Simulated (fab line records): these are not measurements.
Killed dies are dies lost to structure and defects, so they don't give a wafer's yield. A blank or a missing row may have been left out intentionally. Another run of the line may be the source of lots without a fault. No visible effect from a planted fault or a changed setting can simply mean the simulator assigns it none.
fab line records	flow nand-harc
record: lots: 12	wafers: 36	last-day: 33
route steps=1302 shown A_CONTACT@1046 A_BONDPAD@1232 THIN_TSV@1294 END@1302
lots that met no fault: from a run of the same line without faults
start-h: the number of hours between the record's first day and the start of the first shown wafer of the lot	wait-h: how many hours have passed since the lot's step before this one	" as in the row above	L1.1+2: several wafers, shown together as one row	- no value, or no start given	* or withheld: withheld	< > ~ a bound
route shown NAME@n: NAME is a module with steps in the file, n the number in the route of the first one	usual: the fault-free wafers' mean and standard deviation	same: alike in all rows	chamber/n: place in a boat	sites: the reading at each site	_std_site: standard deviation across them	_edge_site: mean of outer sites minus mean of inner sites	radius-mm: how far each site lies from the wafer's centre	mask NAME#n: copy n	behind: the tool/chamber that last shaped the wafer	hold: why the lot went on hold/how many hours it stayed there/how the hold came to an end	device: the n, p or np transistor that did not switch	end of line: the same wafers' tests at the end of the route	a step given without rows: its recipe and nothing more	killed: the dies lost at the first sort to structure and to defects; this is not the yield of the wafer	map: a wafer's dies, marking killed ones x, the rest . and places with no die _
set.NAME: the setting as run; set.NAME@STEP: as run at that earlier step	model.NAME: the simulator's own value behind a step, which no gauge read
steps of the route over a sample of lots; a table a step, a row a wafer
services: when a tool's chamber went out of use (start-h, in hours from the record's first day, below 0 if earlier), for how many hours, and the reason
== steps ==
step: NHARC_A_CONTACT_ETCH_78
recipe: target-depth-a: 53000	over-etch-frac: 0.3	time-s: 1378	ion-energy-ev: 150	o2-flow-sccm: 400	cos-flow-sccm: 20	ar-flow-sccm: 0	rf-w: 500	bias-w: 300	chemistry: O2/COS
usual: drypump-motor-current-A: 5.8/0.5	oes-product-au: 1.003/0.011	rf-vpp-V: 313.5/2.4	showerhead-plenum-p-Torr: 3.09/0.15	throttle-valve-pct: 28.331/0.0095
same: over-etch-frac: 0.3
lot.wafer	tool	chamber	start-h	wait-h	drypump-motor-current-A	oes-product-au	rf-hours-counter-h	rf-vpp-V	showerhead-plenum-p-Torr	throttle-valve-pct
L522.3	rie-diel-10	0	514.23	-	6.3	1.010	24	312.9	3.07	28.326
L522.5	"	2	"	"	5.5	1.019	-	316.8	3.36	28.328
L522.6	"	3	"	"	6.2	1.014	-	314.2	3.15	28.341
L523.4	rie-diel-13	0	542.46	-	6.5	1.010	2	317.8	3.30	28.336
L523.2	"	2	"	"	5.9	0.992	4	312.2	2.96	28.322
L523.6	"	1	"	"	5.2	0.990	-	312.3	2.92	28.324
L525.2	rie-diel-10	3	544.44	-	6.2	1.008	36	314.2	3.14	28.333
L525.5	"	2	"	"	5.5	1.008	-	317.2	3.35	28.312
L525.6	"	3	"	"	6.2	1.019	-	314.7	3.14	28.338
L526.3	rie-diel-13	1	563.81	-	5.2	0.983	6	311.4	2.92	28.342
L526.4	"	2	"	"	5.9	0.997	7	311.5	2.96	28.336
L526.6	"	0	"	"	6.5	1.003	-	317.1	3.30	28.326
L528.2	rie-diel-11	3	585.10	-	6.3	1.001	43	313.9	3.18	28.328
L528.4	"	0	"	"	5.3	1.003	46	317.1	3.29	28.325
L528.5	"	0	"	"	5.3	1.007	-	315.4	3.29	28.339
L529.2	rie-diel-13	2	590.26	-	5.9	1.000	12	312.3	2.95	28.331
L529.3	"	3	"	"	5.2	0.997	11	311.7	2.96	28.327
L529.4	"	0	"	"	6.5	1.008	11	314.7	3.30	28.337
L530.4	rie-diel-10	2	590.96	-	5.5	1.019	50	318.3	3.35	28.324
L530.3	"	3	"	"	6.2	1.014	50	313.6	3.13	28.331
L530.6	"	1	"	"	6.1	1.002	-	313.1	3.01	28.323
L532.4	rie-diel-10	2	620.06	-	5.5	1.016	2	315.4	3.34	28.334
L532.6	"	2	"	"	5.5	1.017	-	317.6	3.34	28.328
L532.5	"	3	"	"	6.2	1.013	-	313.6	3.13	28.343
L533.4	rie-diel-10	1	636.89	-	6.1	0.987	8	312.1	3.01	28.328
L533.3	"	0	"	"	6.3	1.019	8	313.3	3.05	28.320
L533.6	"	2	"	"	5.5	1.008	-	316.4	3.34	28.339
L537.3	rie-diel-10	3	663.57	-	6.2	1.011	17	312.2	3.12	28.336
L537.4	"	1	"	"	6.1	0.999	19	312.9	3.00	28.360
L537.5	"	2	"	"	5.5	1.009	-	318.2	3.34	28.329
L543.1	rie-diel-11	3	715.39	-	6.3	1.010	37	315.7	3.15	28.325
L543.3	"	2	"	"	5.6	1.002	39	310.6	2.95	28.342
L543.5	"	2	"	"	5.6	1.005	-	312.3	2.95	28.348
L542.2	rie-diel-13	3	717.69	-	5.2	0.998	2	311.2	2.95	28.342
L542.4	"	1	"	"	5.1	0.990	3	310.0	2.91	28.312
L542.5	"	2	"	"	5.9	0.994	-	312.1	2.95	28.343
step: NHARC_A_BONDPAD_THK_MEAS_20
recipe: thk-meas-gauge: xrf
usual: thk-nm: 170.1/1.4
lot.wafer	tool	chamber	start-h	wait-h	thk-nm
L522.3	film-metro-01	-	545.37	-	169.8
L522.5	"	-	"	"	167.9
L522.6	"	-	"	"	169.1
L523.2	film-metro-01	-	573.72	-	169.2
L523.4	"	-	"	"	168.5
L523.6	"	-	"	"	169.8
L525.2	film-metro-02	-	575.94	-	170.3
L525.5	"	-	"	"	168.6
L525.6	"	-	"	"	168.4
L526.3	film-metro-01	-	593.34	-	169.6
L526.4	"	-	"	"	172.7
L526.6	"	-	"	"	168.9
L528.2	film-metro-02	-	616.10	-	169.8
L528.4	"	-	"	"	173.1
L528.5	"	-	"	"	172.7
L530.3	film-metro-01	-	621.02	-	170.8
L530.4	"	-	"	"	170.3
L530.6	"	-	"	"	170.1
L529.2	film-metro-02	-	622.00	-	171.2
L529.3	"	-	"	"	172.2
L529.4	"	-	"	"	169.7
L532.4	film-metro-01	-	650.00	-	169.4
L532.5	"	-	"	"	169.8
L532.6	"	-	"	"	171.4
L533.3	film-metro-01	-	667.95	-	169.9
L533.4	"	-	"	"	169.2
L533.6	"	-	"	"	171.5
L537.3	film-metro-02	-	696.93	-	170.4
L537.4	"	-	"	"	168.9
L537.5	"	-	"	"	170.9
L543.1	film-metro-01	-	747.05	-	170.6
L543.3	"	-	"	"	172.2
L543.5	"	-	"	"	168.7
L542.2	film-metro-02	-	757.72	-	173.0
L542.4	"	-	"	"	169.7
L542.5	"	-	"	"	171.0
step: NHARC_THIN_TSV_ETCH_59
recipe: target-depth-a: 8800	icp-w: 900	bias-w: 100	Cl2_flow_sccm: 60	bcl3-flow-sccm: 30	time-s: 138.1	chemistry: Cl2/BCl3
usual: drypump-motor-current-A: 5.5/0.35	oes-product-au: 0.996/0.011	throttle-valve-pct: 22.264/0.0085
lot.wafer	tool	chamber	start-h	wait-h	drypump-motor-current-A	oes-product-au	rf-hours-counter-h	throttle-valve-pct
L522.3	rie-metal-01	0	564.41	0.2	6.0	0.984	-	22.265
L522.5	"	1	"	"	5.3	0.989	-	22.265
L522.6	"	0	"	"	6.0	0.975	-	22.255
L525.2	rie-metal-01	1	592.63	0.1	5.3	0.989	0.0	22.262
L525.6	"	1	"	"	5.3	0.990	-	22.275
L525.5	"	0	"	"	6.0	1.003	-	22.265
L523.2	rie-metal-02	1	593.66	0.1	5.5	0.990	2.1	22.269
L523.4	"	0	"	"	5.8	0.992	-	22.264
L523.6	"	1	"	"	5.5	1.002	-	22.252
L526.4	rie-metal-03	0	612.37	0.2	5.2	0.998	-	22.261
L526.3	"	1	"	"	5.1	1.003	-	22.264
L526.6	"	0	"	"	5.2	1.007	-	22.257
L528.2	rie-metal-03	1	637.92	0.1	5.1	1.000	1.8	22.271
L528.4	"	0	"	"	5.2	1.005	-	22.266
L528.5	"	1	"	"	5.1	1.002	-	22.265
L530.4	rie-metal-01	0	639.24	0.1	6.0	0.987	-	22.271
L530.3	"	1	"	"	5.3	0.993	-	22.276
L530.6	"	1	"	"	5.3	0.984	-	22.261
L529.2	rie-metal-02	0	641.13	0.1	5.8	0.981	0.0	22.264
L529.4	"	0	"	"	5.8	0.986	-	22.242
L529.3	"	1	"	"	5.5	0.973	-	22.264
L532.4	rie-metal-02	1	667.42	0.2	5.5	0.985	-	22.275
L532.6	"	1	"	"	5.5	0.991	-	22.262
L532.5	"	0	"	"	5.8	0.994	-	22.259
L533.4	rie-metal-02	1	689.01	0.2	5.5	0.978	-	22.266
L533.3	"	0	"	"	5.8	0.993	-	22.267
L533.6	"	0	"	"	5.8	0.990	-	22.257
L537.4	rie-metal-01	0	715.80	0.2	6.0	0.999	-	22.260
L537.3	"	1	"	"	5.3	1.009	-	22.267
L537.5	"	0	"	"	6.0	1.006	-	22.269
L543.1	rie-metal-01	0	766.45	0.1	6.0	1.002	0.2	22.272
L543.3	"	0	"	"	6.0	1.008	-	22.254
L543.5	"	1	"	"	5.3	1.026	-	22.264
L542.2	rie-metal-02	0	779.59	0.1	5.8	0.991	2.5	22.272
L542.4	"	0	"	"	5.9	0.975	-	22.279
L542.5	"	1	"	"	5.5	0.990	-	22.251
step: NHARC_THIN_TSV_STRIP_56
recipe: power-w: 1500	temp-c: 250	chemistry: O2
usual: drypump-motor-current-A: 5.8/0.42	heater-power-w: 317/20
lot.wafer	tool	chamber	start-h	wait-h	drypump-motor-current-A	heater-power-w	rf-hours-counter-h
L522.3	plasma-asher-01	1	564.76	0.2	6.2	294	-
L522.6	"	1	"	"	6.2	296	-
L522.5	"	0	"	"	5.2	315	-
L525.2	plasma-asher-02	0	593.24	0.3	5.9	349	34
L525.5	"	0	"	"	5.9	346	-
L525.6	"	1	"	"	6.2	346	-
L523.2	plasma-asher-02	0	594.07	0.1	5.8	344	34
L523.4	"	0	"	"	5.8	344	-
L523.6	"	0	"	"	5.8	338	-
L526.3	plasma-asher-02	1	612.75	0.2	6.1	305	-
L526.4	"	0	"	"	5.8	337	-
L526.6	"	0	"	"	5.8	344	-
L528.2	plasma-asher-01	0	638.24	0.1	5.2	317	24
L528.4	"	1	"	"	6.2	302	-
L528.5	"	1	"	"	6.2	288	-
L530.3	plasma-asher-01	0	639.62	0.2	5.2	324	-
L530.4	"	1	"	"	6.1	292	-
L530.6	"	0	"	"	5.2	323	-
L529.2	plasma-asher-01	1	641.65	0.2	6.2	289	24
L529.3	"	0	"	"	5.2	321	-
L529.4	"	1	"	"	6.2	290	-
L532.4	plasma-asher-01	0	667.84	0.2	5.2	317	-
L532.6	"	1	"	"	6.2	285	-
L532.5	"	0	"	"	5.2	326	-
L533.4	plasma-asher-02	0	689.39	0.2	5.8	343	-
L533.3	"	1	"	"	6.1	306	-
L533.6	"	1	"	"	6.2	306	-
L537.4	plasma-asher-02	0	716.19	0.2	5.8	327	-
L537.3	"	1	"	"	6.2	316	-
L537.5	"	0	"	"	5.8	346	-
L543.1	plasma-asher-01	1	766.90	0.2	6.2	290	13
L543.3	"	0	"	"	5.2	330	-
L543.5	"	0	"	"	5.2	330	-
L542.2	plasma-asher-02	0	779.95	0.1	5.8	318	34
L542.4	"	1	"	"	6.1	310	-
L542.5	"	1	"	"	6.1	313	-
step: NHARC_END_SORT_01
recipe: temp-c: 25
usual: killed-at-array: 53/20	killed-at-other: 1/1.2	killed-at-periphery: 3.7/2.6	killed-dies: 58/20	killed-open: 3.5/1.8	killed-short: 2.4/1.7
same: gross-dies: 677
lot.wafer	tool	chamber	start-h	wait-h	killed-at-array	killed-at-other	killed-at-periphery	killed-dies	killed-open	killed-short
L537.3	prober-01	0	725.73	3.1	61	0	0	61	1	3
L537.4	prober-01	0	726.53	3.4	125	0	1	126	0	1
L537.5	prober-01	0	727.34	3.7	72	1	3	76	7	2
killed by level:class
L537.3 A_CHANNEL_HOLE_D1:chamber-film-flake=34 A_SLIT:chamber-film-flake=17 A_CONTACT:chamber-film-flake=4 A_SOURCE_PLATE:geometric-particle:short=1 A_ONON_D2:geometric-particle:open=1 A_SGD_CUT:geometric-particle:short=1 A_WL_FILL:geometric-particle:short=1 A_DECK1_JOINT:chamber-film-flake=1
L537.4 A_CONTACT:unspecified=65 A_CHANNEL_HOLE_D1:chamber-film-flake=32 A_SLIT:chamber-film-flake=22 A_CONTACT:chamber-film-flake=4 A_CHANNEL_FILL_D2:geometric-particle:short=1 P_GATE:chamber-film-flake=1 A_ZERO_WELL:chamber-film-flake=1
L537.5 A_SLIT:chamber-film-flake=31 A_CHANNEL_HOLE_D1:chamber-film-flake=27 A_WL_FILL:chamber-film-flake=3 A_CHANNEL_FILL_D1:geometric-particle:open=2 A_DECK1_JOINT:chamber-film-flake=2 P_CONTACT:geometric-particle:short=1 P_CONTACT:geometric-particle:open=1 A_DECK1_JOINT:geometric-particle:open=1
== services ==
tool	chamber	start-h	hours	kind
rie-diel-13	2	515.42	8.9	repair
rie-diel-13	-	519.50	9.0	pm
plasma-asher-01	-	520.15	9.0	pm
rie-metal-01	-	575.00	9.0	pm
rie-diel-13	0	581.21	2.0	repair
rie-diel-10	2	582.99	5.5	repair
plasma-asher-01	-	590.30	2.9	repair
rie-diel-10	-	602.53	9.0	pm
plasma-asher-02	-	603.21	9.0	pm
rie-diel-10	2	621.33	14.7	repair
rie-metal-02	-	631.02	9.0	pm
rie-diel-13	2	656.08	23.4	repair
rie-diel-13	0	658.12	8.8	repair
rie-diel-13	-	661.48	13.2	repair
rie-metal-01	-	675.08	10.6	repair
plasma-asher-01	-	678.82	6.5	repair
plasma-asher-01	-	697.15	9.0	pm
rie-metal-01	-	697.39	0.8	repair
rie-diel-10	1	722.44	14.7	repair
rie-metal-01	1	731.95	22.9	repair
rie-metal-01	-	752.00	9.0	pm
plasma-asher-02	-	765.88	1.2	repair
plasma-asher-01	-	777.24	0.6	repair
rie-diel-10	-	779.53	9.0	pm
== key ==
first-sign: step: NHARC_END_SORT_01	reading: killed-at-array	direction: up	sigmas: 3.7	usual: 53	struck: 125
effect: step: NHARC_END_SORT_01	reading: killed-dies	direction: up	sigmas: 3.4	usual: 58	struck: 126
more-kills-born-at: NHARC_A_CONTACT_ETCH_78@rie-diel-10: 65
met-at NHARC_A_CONTACT_ETCH_78
struck-lots L537
struck-wafers L537.4
tester-left-out L537
not-acting-at NHARC_A_BONDPAD_THK_MEAS_20,NHARC_THIN_TSV_ETCH_59,NHARC_THIN_TSV_STRIP_56
onset-between 636.89 663.57
fault: kind: chamber-particle-source	tool: rie-diel-10	chamber: 1	onset-h: 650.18	steps: NHARC_A_CONTACT_ETCH_78	rate-per-visit-cm2: 0.85584	end-h: 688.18
tester-left-out: of these lots the tester's yield and bins aren't shown, on N5 and GAA mostly nor the transistor test; their killed dies are dies lost to structure and defects alone, not to doping, threshold or leakage, so they don't give the yield
